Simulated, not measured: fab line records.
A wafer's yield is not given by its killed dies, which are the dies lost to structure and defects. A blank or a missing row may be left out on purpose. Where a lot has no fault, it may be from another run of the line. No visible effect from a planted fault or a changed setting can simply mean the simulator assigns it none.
8D (eight disciplines) problem report, filled in by code	flow n5-finfet	the parts of the form that need people (team, actions taken, sign-off) are left out

## 1. WHAT WENT WRONG
Mean of trench-depth-nm at N5_BEOL_M11_OCD_MEAS_38: 132 nm across 2 wafers in 2 lots; on wafers with no fault it is 148 nm (standard deviation 3.3). Relative to the usual mean, that is a shift of -5.0 standard deviations.
Earliest sighting: wafer L995.5 on ocd-02 at day 14 09:24. Wafers with a number at this step in the record: 24, from 8 lots. Rule for "out" (also "out of limits"): further than 4 standard deviations from the usual mean. Any other wafer with a number is counted as sound.

## 2. WHAT THIS IS AND IS NOT
question	is	is not
which readings at this step	trench-depth-nm	-
which lots	L101, L995	L106, L107, L109, L987, L993, L994
which wafers of those lots	L101.1, L995.5	L101.2, L101.4, L995.1, L995.2
read on which gauges	ocd-02	ocd-01
when	from day 14 09:24	up to then (11 sound wafers); but 11 sound wafers of L101, L106, L107, L109 came after

## 3. WHAT RULES OUT EACH SUSPECT
Counting: if a tool at a process step up to the reading ran every lot that is out, it stays a suspect. Sound lots after the first of them don't rule it out here, since some wafers of a struck lot are sound.
- the gauge at N5_BEOL_M11_OCD_MEAS_38 has been ruled out. All the wafers that are out were read on ocd-02, but those of them that N5_BEOL_M11_TRENCH_ETCH_37 has rows for are out there too, on other tools.
- rie-metal-03 at N5_BEOL_M11_HM_OPEN_17 (chemistry Cl2/BCl3, target TiN, target depth 20 nm, overetch 6 nm): kept. Every lot that is out went through it, the first being L995 (day 14 04:29); the last sound lot it ran before that was L994 (day 13 23:12).
- rie-diel-02 at N5_BEOL_M11_ETCH_66 (etches SOC in N2/H2, target depth 120 nm, overetch 24 nm, time 180 s): kept. Every lot that is out went through it, the first being L995 (day 14 08:59); the last sound lot it ran before that was L993 (day 13 13:42).
- rie-diel-02 at N5_BEOL_M11_TRENCH_ETCH_37 (etches SiCOH lowk in C4F6/O2, target depth 148.83 nm, time 48 s): kept. Every lot that is out went through it, the first being L995 (day 14 09:13); the last sound lot it ran before that was L993 (day 13 13:56). Out on those wafers are its own readings of rf-fwd-power-W, rf-vpp-V.
- Within rie-diel-02 at N5_BEOL_M11_ETCH_66: the wafers that are out ran in chamber 0; their sound lot-mates ran in chambers 1, 2, 3.
- Within rie-diel-02 at N5_BEOL_M11_TRENCH_ETCH_37: the wafers that are out ran in chamber 0; their sound lot-mates ran in chambers 1, 2, 3.
Left after counting: rie-metal-03 at N5_BEOL_M11_HM_OPEN_17, rie-diel-02 at N5_BEOL_M11_ETCH_66, rie-diel-02 at N5_BEOL_M11_TRENCH_ETCH_37.

## 4. THE CAUSE (what the simulator had put in)
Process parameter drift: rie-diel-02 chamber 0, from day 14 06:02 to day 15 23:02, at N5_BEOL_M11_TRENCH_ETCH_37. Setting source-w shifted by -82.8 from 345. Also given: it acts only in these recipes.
Counting leaves 3 suspects; this tool is one of them.

## 5. SEQUENCE OF EFFECTS, ordered by route
Rows list readings where the struck wafers' mean (over those with a number) sits beyond 3 standard deviations from the usual. Only readings whose record carries a usual standard deviation are examined. hours: median over the lots of the time between each lot's start at the first step of this table that gives one and its start at this step. sigmas: the change, counted in usual standard deviations.
hours	step	reading	usual	on struck wafers	change	sigmas
0	N5_BEOL_M11_TRENCH_ETCH_37	rf-fwd-power-W	341.6 W	260.8	-80.8	-51
0	N5_BEOL_M11_TRENCH_ETCH_37	rf-vpp-V	667 V	778	+110	+9.2
0	N5_BEOL_M11_OCD_MEAS_38	trench-depth-nm	148 nm	132	-16	-5.0
4	N5_BEOL_M11_THK_MEAS_53	M11_THK	139 nm	124	-16	-4.2
4	N5_BEOL_M11_RS_MEAS_57	M11_RS	0.152 ohm/sq	0.173	+0.021	+5.0
Its process steps:
- N5_BEOL_M11_TRENCH_ETCH_37: etches SiCOH lowk in C4F6/O2, target depth 148.83 nm, time 48 s.

## 6. HOW IT WOULD HAVE BEEN CAUGHT EARLIER
Counted from the fault's start at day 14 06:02, it took 3 hours until the first out-of-limits reading at a measuring or inspecting step in this record, taken at day 14 09:24.
At N5_BEOL_M11_TRENCH_ETCH_37, the tool's own readings (rf-fwd-power-W, rf-vpp-V) were out on each struck wafer the step has a row for, so an alarm limit on them would have fired on the first such wafer.
Lots out: 2; of these, L101 started N5_BEOL_M11_TRENCH_ETCH_37 on rie-diel-02 after day 14 09:24. Putting the tool on hold at that point would have spared it.
